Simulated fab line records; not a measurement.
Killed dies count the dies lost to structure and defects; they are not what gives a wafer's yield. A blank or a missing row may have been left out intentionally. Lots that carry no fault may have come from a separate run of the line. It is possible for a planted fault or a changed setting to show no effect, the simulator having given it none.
Chamber matching ; flow nand_harc ; 4 sister chambers for NHARC_A_STAIRCASE_TRIM_196 on rie_diel-03
The step chemistry O2, time 211.2 s. 4 wafers are shown with their chamber, then 7 later ones without.

== WAFERS PAIRED WITH THEIR CHAMBERS ==
wafer;chamber;showerhead_plenum_p_Torr (Torr)
L081.2;0;3.59
L082.6;2;3.59
L086.1;3;3.61
L086.2;1;3.75

== WAFERS WITHOUT THEIR CHAMBER ==
wafer;showerhead_plenum_p_Torr (Torr)
L086.4;3.59
L089.1;3.58
L089.4;3.75
L089.5;3.58
L093.1;3.58
L093.3;3.60
L093.4;3.58

== THE CHAMBER EACH PASSED THROUGH ==
wafer;from the rows above;in truth
L086.4;can't be placed: 0 or 2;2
L089.1;can't be placed: 0 or 2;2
L089.4;1;1
L089.5;can't be placed: 0 or 2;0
L093.1;can't be placed: 0 or 2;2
L093.3;can't be placed: 3 or 0 or 2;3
L093.4;can't be placed: 0 or 2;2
Correct placement for 1 of the 7. Cannot be placed on the basis of these rows: 6; the candidates contain the true chamber in 6. Wrongly placed: 0.
How it was worked out, from the rows above alone: a wafer's distance from a chamber is the root of the sum, over the readings, of the square of ((its reading less the chamber's mean) divided by the reading's scatter). If the next closest chamber is less than 2 further off than the closest, the wafer can't be placed; otherwise it belongs to the closest. A chamber's mean is the mean of its shown wafers. The scatter: root of mean squared gap, hidden wafer to nearest shown wafer, with one shown wafer a chamber.
